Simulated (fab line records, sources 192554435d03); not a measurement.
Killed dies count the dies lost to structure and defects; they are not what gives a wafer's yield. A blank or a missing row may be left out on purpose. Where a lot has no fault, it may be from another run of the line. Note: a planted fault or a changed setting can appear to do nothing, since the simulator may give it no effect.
The tool behind it: which one? -- flow n5-finfet -- 27 wafers from 9 lots sampled at 5 of the route's 1938 steps

## WHAT THE GAUGES READ, wafer by wafer
N5_BEOL_M4_RC_MEAS_101. Usual: DIBL_N 36.0 mV/V, standard deviation 1.9; DIBL_P 35.6 mV/V, standard deviation 2.2; IOFF_N 0.15 nA/um, standard deviation 0.031; IOFF_P 0.19 nA/um, standard deviation 0.032; ION_N 668 uA/um, standard deviation 11; ION_P 455 uA/um, standard deviation 7.2; SS_N 71.5 mV/dec, standard deviation 0.65; SS_P 73.4 mV/dec, standard deviation 0.64; VT_N 251 mV, standard deviation 3.6; VT_P -253 mV, standard deviation 3.3.
lot,measured,on,DIBL_N (mV/V),DIBL_P (mV/V),IOFF_N (nA/um),IOFF_P (nA/um),ION_N (uA/um),ION_P (uA/um),SS_N (mV/dec),SS_P (mV/dec),VT_N (mV),VT_P (mV),flag
L798,day 9 01:53,prober-02,35.0 35.1 36.2,34.2 34.4 36.1,0.11 0.12 0.13,0.14 0.14 0.16,661 658 669,445 444 453,72.1 71.0 71.8,72.7 72.9 73.5,258 254 252,-259 -256 -258,
L804,day 11 06:08,prober-01,35.6 35.2 37.1,33.8 34.4 36.4,0.12 0.12 0.16,0.16 0.16 0.20,663 653 662,451 453 452,71.1 70.9 71.8,72.4 73.9 73.0,253 254 251,-256 -254 -253,
L805,day 11 08:01,prober-02,34.0 34.2 32.9,33.2 32.6 32.8,0.12 0.12 0.11,0.19 0.17 0.17,650 660 665,452 453 458,71.2 71.1 71.4,72.7 72.7 72.7,255 257 254,-251 -255 -254,
L807,day 13 00:28,prober-01,33.1 33.8 32.3,33.0 33.7 31.0,0.11 0.12 0.10,0.17 0.17 0.14,663 661 658,455 454 449,70.5 71.3 70.5,72.5 73.3 73.1,251 250 255,-254 -253 -256,
L813,day 13 20:47,prober-01,34.9 35.5 33.6,35.3 36.0 34.6,0.14 0.15 0.13,0.18 0.20 0.18,667 662 667,454 450 461,71.1 71.2 71.0,73.0 73.4 73.0,251 249 251,-253 -248 -252,
L815,day 14 01:58,prober-02,39.8 38.8 38.1,39.7 38.4 37.0,0.22 0.18 0.17,0.24 0.24 0.20,700 674 671,467 462 458,71.8 72.7 71.4,74.1 74.6 73.9,248 248 250,-250 -252 -253,
L817,day 14 10:26,prober-02,35.0 35.7 36.2,34.7 34.8 35.4,0.14 0.15 0.14,0.19 0.18 0.19,672 666 658,460 452 449,71.3 72.6 71.9,73.9 74.2 73.3,254 251 256,-254 -253 -252,
L818,day 14 13:58,prober-02,38.4 35.8 36.5,38.5 34.8 36.0,0.20 0.15 0.17,0.25 0.20 0.22,679 679 675,460 463 465,72.8 71.7 72.1,73.9 73.3 74.1,247 251 250,-249 -251 -252,
L820,day 16 01:31,prober-01,34.9 34.3 37.0,33.6 33.6 36.7,0.13 0.12 0.16,0.17 0.18 0.24,671 653 684,460 451 469,71.2 70.9 71.4,73.1 73.2 74.6,250 254 248,-252 -253 -246,

## WHICH TOOL RAN EACH LOT (tool, then ch and the chambers of the sampled wafers, then the start)
lot,N5_HKMG_FIN_NWFM_ALD_20,N5_HKMG_FIN_STRIP_90,N5_HKMG_FIN_STRIP_69,N5_HKMG_FIN_ALD_21
L798,"ald-metal-01 ch 0,2,3, day 4 11:10","rie-diel-04 ch 0,2,3, day 4 11:40","plasma-asher-02 ch 0,1, day 4 11:58","ald-metal-02 ch 1,2,3, day 4 12:21"
L804,"ald-metal-02 ch 1,2, day 6 01:19","rie-diel-04 ch 0,1,3, day 6 01:49","plasma-asher-01 ch 0,1, day 6 02:08","ald-metal-03 ch 0,2,3, day 6 02:31"
L805,"ald-metal-03 ch 1,2,3, day 6 08:40","rie-diel-04 ch 1,2, day 6 09:10","plasma-asher-01 ch 0,1, day 6 09:35","ald-metal-02 ch 0,1, day 6 09:52"
L807,"ald-metal-03 ch 0,3, day 6 21:41","rie-diel-01 ch 1,2,3, day 6 22:11","plasma-asher-02 ch 0,1, day 6 22:37","ald-metal-03 ch 0,2,3, day 6 22:52"
L813,"ald-metal-03 ch 0,1, day 8 05:41","rie-diel-04 ch 0,3, day 8 06:11","plasma-asher-02 ch 0,1, day 8 06:37","ald-metal-02 ch 0,1,3, day 8 06:52"
L815,"ald-metal-03 ch 0,3, day 8 20:02","rie-diel-04 ch 0,1, day 8 20:37","plasma-asher-02 ch 0,1, day 8 21:02","ald-metal-02 ch 1,3, day 8 21:19"
L817,"ald-metal-01 ch 0,2,3, day 9 06:02","rie-diel-01 ch 0,1,2, day 9 06:34","plasma-asher-01 ch 0,1, day 9 06:52","ald-metal-03 ch 1,2,3, day 9 07:15"
L818,"ald-metal-01 ch 0,1,2, day 9 12:44","rie-diel-04 ch 0,2,3, day 9 13:14","plasma-asher-01 ch 0, day 9 13:32","ald-metal-03 ch 2,3, day 9 13:55"
L820,"ald-metal-02 ch 1,3, day 10 06:01","rie-diel-06 ch 2,3, day 10 06:31","plasma-asher-01 ch 0,1, day 10 06:49","ald-metal-01 ch 0,1,3, day 10 07:12"
- N5_HKMG_FIN_NWFM_ALD_20: deposits TiAlC, target thk 2 nm, pulse time 3 s, purge time 2 s.
- N5_HKMG_FIN_STRIP_90: strips SOC in N2/H2, time 20 s.
- N5_HKMG_FIN_STRIP_69: strips in N2/H2, time 360 s.
- N5_HKMG_FIN_ALD_21: deposits TiN, target thk 1.5 nm, pulse time 1 s, purge time 3 s.

## WHAT THE TOOLS THEMSELVES READ (means of the sampled wafers that have a number; where no wafer has one, the mark that the record gives instead)
N5_HKMG_FIN_NWFM_ALD_20. Usual: chamber-pressure-Torr 2.999 Torr, standard deviation 0.0059; heater-power-w 472 W, standard deviation 62; precursor-pulse-height-rel 1.000, standard deviation 0.02.
lot,tool,chamber-pressure-Torr (Torr),heater-power-w (W),precursor-pulse-height-rel,flag
L798,ald-metal-01,2.995,475,0.986,
L804,ald-metal-02,2.994,462,1.011,
L805,ald-metal-03,2.997,475,1.014,
L807,ald-metal-03,3.006,384,1.005,
L813,ald-metal-03,3.003,464,1.005,
L815,ald-metal-03,3.003,386,0.988,
L817,ald-metal-01,2.995,482,1.011,
L818,ald-metal-01,3.000,451,0.976,
L820,ald-metal-02,2.996,532,1.012,

N5_HKMG_FIN_STRIP_90. Usual: drypump-motor-current-A 5.8 A, standard deviation 0.38; h2-flow-sccm 300.0 sccm, standard deviation 0.9; oes-product-au 0.78 a.u., standard deviation 0.094; rf-vpp-V 54.4 V, standard deviation 0.84; showerhead-plenum-p-Torr 3.42 Torr, standard deviation 0.09; throttle-valve-pct 18.9 %, standard deviation 0.32.
lot,tool,drypump-motor-current-A (A),h2-flow-sccm (sccm),oes-product-au (a.u.),rf-vpp-V (V),showerhead-plenum-p-Torr (Torr),throttle-valve-pct (%),flag
L798,rie-diel-04,5.8,300.6,0.70,53.5,3.40,19.1,
L804,rie-diel-04,5.9,300.1,0.81,54.5,3.45,18.9,
L805,rie-diel-04,6.0,299.7,0.73,54.1,3.37,19.2,
L807,rie-diel-01,5.5,299.8,0.83,54.7,3.48,18.8,
L813,rie-diel-04,5.7,300.1,0.92,54.5,3.41,18.5,
L815,rie-diel-04,6.1,300.4,0.86,54.2,3.44,18.9,
L817,rie-diel-01,5.7,300.8,0.80,54.6,3.51,18.8,
L818,rie-diel-04,5.8,299.9,0.83,54.2,3.38,18.9,
L820,rie-diel-06,5.4,299.7,0.88,53.8,3.36,18.7,

N5_HKMG_FIN_STRIP_69. Usual: drypump-motor-current-A 5.8 A, standard deviation 0.46; h2-flow-sccm 3249 sccm, standard deviation 10; heater-power-w 478 W, standard deviation 29.
lot,tool,drypump-motor-current-A (A),h2-flow-sccm (sccm),heater-power-w (W),flag
L798,plasma-asher-02,5.7,3257,470,
L804,plasma-asher-01,5.9,3242,467,
L805,plasma-asher-01,6.2,3256,482,
L807,plasma-asher-02,5.5,3247,489,
L813,plasma-asher-02,5.5,3251,490,
L815,plasma-asher-02,5.7,3242,466,
L817,plasma-asher-01,5.9,3240,466,
L818,plasma-asher-01,5.6,3244,450,
L820,plasma-asher-01,6.2,3260,490,

N5_HKMG_FIN_ALD_21. Usual: chamber-pressure-Torr 3.000 Torr, standard deviation 0.0068; heater-power-w 849 W, standard deviation 120; precursor-pulse-height-rel 1.002, standard deviation 0.019.
lot,tool,chamber-pressure-Torr (Torr),heater-power-w (W),precursor-pulse-height-rel,flag
L798,ald-metal-02,2.997,875,1.006,
L804,ald-metal-03,2.997,811,1.012,
L805,ald-metal-02,2.995,848,0.978,
L807,ald-metal-03,3.005,825,0.995,
L813,ald-metal-02,3.004,908,1.013,
L815,ald-metal-02,3.007,888,0.984,
L817,ald-metal-03,2.998,841,1.013,
L818,ald-metal-03,3.004,921,1.016,
L820,ald-metal-01,3.004,789,0.996,

## THE ANSWER, worked out from the rows above alone
Rule: a lot counts as off when the mean over its wafers that have a number is more than 3 standard deviations away from the usual mean. A lot without any number at a reading at which 4 lots or more have one is off too. The other lots that the step has rows for count as sound. After the gauges, taken in route order, come the tools' own readings; for these a lot's mean is taken, as printed above. The first step at which some lot is off is used, and at that step the reading that is off furthest; a lot without a number counts as furthest.
Nothing can be told from this: no lot is off at any reading shown.

## WHAT HAD BEEN PUT IN BY THE SIMULATOR
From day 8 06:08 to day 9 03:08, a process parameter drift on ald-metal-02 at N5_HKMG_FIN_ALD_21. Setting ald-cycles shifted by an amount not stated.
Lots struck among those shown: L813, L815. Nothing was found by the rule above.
